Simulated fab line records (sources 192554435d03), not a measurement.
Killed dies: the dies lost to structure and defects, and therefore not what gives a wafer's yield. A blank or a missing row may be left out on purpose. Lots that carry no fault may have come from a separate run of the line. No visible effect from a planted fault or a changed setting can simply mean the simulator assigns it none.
Struck lot and sound lot, side by side | flow n5Finfet | 43 out of 1938 route steps
Sound: wafers L926.1, L926.5, L926.6. Struck: wafer L937.4 (L937.5, L937.6, from the same lot, were not struck and are left out); the cause is given at the end.
At each step with rows: each side's tool, then ch and its chambers, then its first start. Under that, the readings that differ: sound wafers | struck wafers | difference of the means | sigmas: that difference in standard deviations of wafers without a fault.
alike: same words and numbers on both sides, and readings whose means sit less than 2 such deviations apart. not compared: any withheld reading, any reading some wafer has no value for, any bound like >300 that may hide the same value, and any number with overlapping values for which the record gives no deviation.
Wherever a step has rows on one side only, a row that says differs or no value, or a row with sigmas, the two part there. Non-overlapping numbers with no deviation appear without sigmas and do not part them. Lack of a reading on every wafer of one side parts them only where that side has two or more wafers.

first, 1 step without rows for these wafers: N5_HKMG_FIN_CMP_23 (polishes, stops on SiNx, t overpolish 10 s, target thk 46.326 nm).
N5_HKMG_FIN_CMP_94: polishes, stops on SiNx, t overpolish 4.7 s, target thk 43.299 nm.
  sound on cmp-03 ch 0,2,3, day 5 11:04; struck on cmp-01 ch 3, day 8 11:36
  alike: motorCurrentA, slurryFilterDpKPa
N5_HKMG_FIN_INSPECT_28: inspects for defects (darkfield).
  sound on defectInspect-02 at day 5 11:14; struck on defectInspect-01 at day 8 11:50
  alike: rawDefectCount
then, 3 steps without rows for these wafers: N5_GATE_CUT_ETCHBACK_00 (etches W in SF6/Cl2); N5_GATE_CUT_ETCH_56 (etches TiN in Cl2/Ar, target depth 21.6 nm); N5_GATE_CUT_ETCHBACK_30 (etches TiN in Cl2/Ar, target depth 3 nm).
N5_GATE_CUT_VAPOR_ETCH_60: etches HfO2 in BCl3/Cl2.
  sound on rieMetal-01 ch 1, day 5 11:45; struck on rieMetal-03 ch 0, day 8 12:07
reading                  | sound       | struck | difference | sigmas
drypumpMotorCurrentA (A) | 6.2 6.2 6.2 | 5.4    | -0.8       | -2
  alike: oesProductAu
N5_GATE_CUT_ETCH_58: etches SiNx in CH3F/O2, target depth 17 nm, time 128.6 s.
  sound on rieDiel-02 ch 1,2, day 5 11:50; struck on rieDiel-06 ch 3, day 8 12:10
reading              | sound             | struck | difference | sigmas
oesProductAu (a.u.)  | 0.81 0.82 0.81    | 1.02   | +0.21      | +2
throttleValvePct (%) | 16.18 16.56 16.17 | 15.88  | -0.42      | -2
  alike: O2_flow_sccm, drypumpMotorCurrentA, rfVppV, showerheadPlenumPTorr
  not compared: rfHoursCounterH
N5_GATE_CUT_STRIP_59: strips in N2/H2, time 20 s.
  sound on rieDiel-02 ch 1,2, day 5 11:56; struck on rieDiel-06 ch 3, day 8 12:16
reading              | sound             | struck | difference | sigmas
oesProductAu (a.u.)  | 0.81 0.82 0.82    | 1.03   | +0.21      | +3
rfVppV (V)           | 44.8 45.5 45.4    | 47.0   | +1.8       | +2
throttleValvePct (%) | 11.97 12.41 11.99 | 11.65  | -0.47      | -2
  alike: drypumpMotorCurrentA, showerheadPlenumPTorr
  not compared: rfHoursCounterH
then, 2 steps without rows for these wafers: N5_GATE_CUT_PRECLEAN_31 (cleans in DIW, time 300 s); N5_GATE_CUT_SRD_32 (time 30 s).
N5_GATE_CUT_SAC_CAP_01: material SiNx, target thk 24 nm, pulse time 1 s, ald cycles 480.
  sound on aldSin-02 ch 2,3, day 5 12:09; struck on aldSin-03 ch 2, day 8 12:29
  alike: heaterPowerW, precursorPulseHeightRel
then, 12 steps without rows for these wafers: N5_GATE_CUT_PECVD_57 (deposits SiNx from SiH4/NH3/N2, target thk 21 nm); N5_GATE_CUT_CMP_02 (polishes, stops on SiO2, t overpolish 12.7 s, target thk 0 nm); N5_GATE_CUT_HM_DEP_46 (deposits SiO2 from TEOS/O2, target thk 130 nm, time 26.6 s); N5_GATE_CUT_COAT_34 (time 60 s, resist thk 60 nm); N5_GATE_CUT_COAT_35 (time 60 s, resist thk 10 nm); N5_GATE_CUT_COAT_27 (time 60 s, resist thk 10 nm); N5_GATE_CUT_COAT_07 (resist thk 30 nm); N5_GATE_CUT_EBR_09; N5_GATE_CUT_SOFTBAKE_08 (time 60 s); N5_GATE_CUT_EXPOSE_10 (exposes mask GATE CUT, target cd 20 nm); N5_GATE_CUT_PEB_11 (peb time 60 s); N5_GATE_CUT_DEVELOP_12 (develop time 30 s).
N5_GATE_CUT_CD_MEAS_13 targets a cd of 20 nm.
  sound on cdSem-03 ch 0, day 5 15:05; struck on cdSem-02 ch 0, day 8 15:25
  alike: cdNm
N5_GATE_CUT_OVL_MEAS_14:
  sound on overlay-01 ch 0, day 5 15:07; struck on overlay-01 ch 0, day 8 15:28
  alike: GATE_CUT_OVL
N5_GATE_CUT_INSPECT_15: inspects for defects (brightfield).
  sound on defectInspect-01 at day 5 15:10; struck on defectInspect-02 at day 8 15:31
  alike: rawDefectCount
N5_GATE_CUT_DESCUM_18: chemistry O2, time 7 s.
  sound on rieDiel-06 ch 0,1,3, day 5 15:13; struck on rieDiel-06 ch 0, day 8 15:32
  alike: drypumpMotorCurrentA, oesProductAu, rfVppV, showerheadPlenumPTorr, throttleValvePct
  not compared: rfHoursCounterH
then, 12 steps without rows for these wafers: N5_GATE_CUT_ETCH_28 (etches underlayer in N2/H2, target depth 13 nm, time 10.4 s); N5_GATE_CUT_ETCH_36 (etches SiARC in CF4, target depth 13 nm, time 21.7 s); N5_GATE_CUT_ETCH_37 (etches SOC in N2/H2, target depth 60 nm, overetch 12 nm, time 90 s); N5_GATE_CUT_STRIP_38 (strips in N2/H2); N5_GATE_CUT_STRIP_39 (strips in N2/H2); N5_GATE_CUT_HM_OPEN_40 (chemistry C4F6/O2, target SiO2, target depth 139 nm, time 85.1 s); N5_GATE_CUT_STRIP_41 (strips in CF4); N5_GATE_CUT_STRIP_42 (strips in O2); N5_GATE_CUT_ETCH_19 (etches SiNx in CH3F/O2, target depth 53.7 nm, time 76.7 s); N5_GATE_CUT_CUT_ETCH_53 (etches W in SF6/Cl2, target depth 79.2 nm); N5_GATE_CUT_CUT_ETCH_54 (etches TiN in Cl2/BCl3, target depth 96.7 nm); N5_GATE_CUT_CUT_ETCH_55 (etches HfO2 in BCl3, target depth 3.2 nm).
N5_MOL_CONTACT_COAG_THK_MEAS_29:
  sound on filmMetro-02 at day 6 04:25; struck on filmMetro-01 at day 9 03:57
reading         | sound             | struck | difference | sigmas
MD_CAP_THK (nm) | 17.96 17.98 17.83 | 15.25  | -2.67      | -37
-- the record jumps here: 3 days lie between the struck wafers' starts before and after (it left off in module MOL_CONTACT_COAG and takes up again in module BEOL_M4, whose first step shown is number 1111 of the route) --
N5_BEOL_M4_RC_MEAS_101:
  sound on prober-02 ch 0, day 9 16:13; struck on prober-01 ch 0, day 12 14:20
reading        | sound             | struck | difference | sigmas
DIBL_P (mV/V)  | 37.4 39.1 37.2    | 34.6   | -3.3       | -2
IOFF_N (nA/um) | 0.178 0.196 0.171 | 0.126  | -0.056     | -2
SS_P (mV/dec)  | 73.9 74.7 73.7    | 72.4   | -1.7       | -3
VT_N (mV)      | 247.0 245.6 247.7 | 254.9  | +8.1       | +3
  alike: DIBL_N, IOFF_P, ION_N, ION_P, SS_N, VT_P
-- here the record skips 5 days between the struck wafers' starts before and after, leaving off in module BEOL_M4 and picking up in module PASSIVATION (first step shown: number 1936 of the route) --
N5_PASSIVATION_PROBE_49:
  rows exist in the record for the struck wafers here (prober-01, day 17 18:22), but not for the sound ones

WHERE THEY PART
At N5_GATE_CUT_VAPOR_ETCH_60 first; at N5_PASSIVATION_PROBE_49 last (within this record only).

WHY: what the simulator had put in
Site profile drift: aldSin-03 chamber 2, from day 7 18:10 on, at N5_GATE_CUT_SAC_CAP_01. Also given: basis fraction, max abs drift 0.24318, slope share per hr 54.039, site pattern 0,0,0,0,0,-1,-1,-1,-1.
